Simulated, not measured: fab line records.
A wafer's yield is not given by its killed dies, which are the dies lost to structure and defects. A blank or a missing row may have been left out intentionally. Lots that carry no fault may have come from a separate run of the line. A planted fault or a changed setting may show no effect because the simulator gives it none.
Split-lot experiment | flow n5Finfet | 7 lots, 21 wafers read, on a route of 1938 steps

== SPLIT DETAILS ==
At N5_ZERO_LAYER_EXPOSE_08 (exposes mask ZERO, defocus 0 nm, target cd 2000 nm), the setting doseMj was moved away from the recipe's 16.2 on 8 of the 21 wafers read, by -6.8% to +6.2%. All remaining wafers had this setting at the recipe value.

== FROM THE SPLIT TO THE READING: what the file shows between them, 2 steps ==
- N5_ZERO_LAYER_DEVELOP_10: develop time 60 s (also split here: developTimeS)
- N5_ZERO_LAYER_HARDBAKE_23: time 120 s

== THE READING ==
cdNm at N5_ZERO_LAYER_CD_MEAS_11, given in nm (cd target 2000 nm). Fault-free wafers of this fab line usually give 1999.2 nm, standard deviation 1.6 nm.

wafer  | tool, chamber at the split | doseMj as run | against the recipe | cdNm, nm | against lot-mates on the recipe
L078.2 | krfScanner-01, 0           | 16.2          | recipe             | 1996.9   | -
L078.3 | krfScanner-01, 0           | 16.2          | recipe             | 1998.8   | -
L078.5 | krfScanner-01, 0           | 16.2          | recipe             | 1995.9   | -
L081.1 | krfScanner-01, 0           | 15.53         | -4.1%              | 1993.5   | -4.8
L081.2 | krfScanner-01, 0           | 15.53         | -4.1%              | 1989.9   | -8.4
L081.4 | krfScanner-01, 0           | 16.2          | recipe             | 1998.3   | -
L084.1 | krfScanner-02, 0           | 15.1          | -6.8%              | 1985.4   | -12.9
L084.3 | krfScanner-02, 0           | 15.1          | -6.8%              | 1986.1   | -12.2
L084.6 | krfScanner-02, 0           | 16.2          | recipe             | 1998.3   | -
L087.1 | krfScanner-02, 0           | 16.2          | recipe             | 1998.2   | -
L087.3 | krfScanner-02, 0           | 16.2          | recipe             | 1998.7   | -
L087.4 | krfScanner-02, 0           | 16.2          | recipe             | 1999.6   | -
L089.1 | krfScanner-01, 0           | 15.62         | -3.6%              | 1997.0   | -2.2
L089.2 | krfScanner-01, 0           | 15.62         | -3.6%              | 1994.1   | -5.1
L089.3 | krfScanner-01, 0           | 16.2          | recipe             | 1999.2   | -
L090.1 | krfScanner-02, 0           | 16.2          | recipe             | 1996.8   | -
L090.3 | krfScanner-02, 0           | 16.2          | recipe             | 1998.3   | -
L090.5 | krfScanner-02, 0           | 17.21         | +6.2%              | 2008.9   | +11.4
L094.3 | krfScanner-02, 0           | 16.2          | recipe             | 2003.1   | -
L094.5 | krfScanner-02, 0           | 16.2          | recipe             | 2001.4   | -
L094.6 | krfScanner-02, 0           | 15.27         | -5.7%              | 1991.7   | -10.5

THE FIT
A straight line over all 21 wafers: cdNm changes by +1.63 nm for each +1% of doseMj; r = +0.93; the points scatter about the line by 2.1 nm.
The same after taking each lot's own level away (the mean of its wafers on the recipe; 21 wafers): +1.74 nm for each +1%; r = +0.97; scatter 1.3 nm.
That fit puts the effect of the largest move of doseMj on the reading at 12 nm.
The lots' own levels span 1997.20 to 2002.25 nm, that is 3.2 times the standard deviation above.
The two slopes are in agreement: the lot-to-lot level therefore moves the slope only a little.
Check: -11.2 nm against its lot-mates is what the line predicts for one of the wafers moved furthest among these (-6.8%) when that wafer is left out of the fit. It came out at -12.9 nm against them.

== ADDITIONAL SPLITS CARRIED BY THESE WAFERS ==
Before the reading, these wafers also passed through other splits. Each is held against what the fit with the lots' levels taken away leaves over:
other split on the same wafers        | wafers away from the commonest value | r with cdNm (lot level and that fit taken away)
N5_ZERO_LAYER_DEVELOP_10 developTimeS | 7                                    | +0.65

== THE WHOLE CHAIN: every reading that the file lists as answering this split, in the file's order ==
step                     | what it does             | reading                                                          | change (the file's fit)              | r (the file's)
N5_ZERO_LAYER_CD_MEAS_11 | target cd 2000 nm        | cdNm                                                             | +1.74 nm for each +1% of the setting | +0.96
N5_ZERO_LAYER_DESCUM_16  | chemistry O2, time 7.9 s | ZERO_LAYER.cdNm (the simulator's own value, which no gauge read) | +1.73 nm for each +1% of the setting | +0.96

== THE FILE'S OWN FIT ==
cdNm changes by +1.74 nm for each +1% of doseMj, r = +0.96.
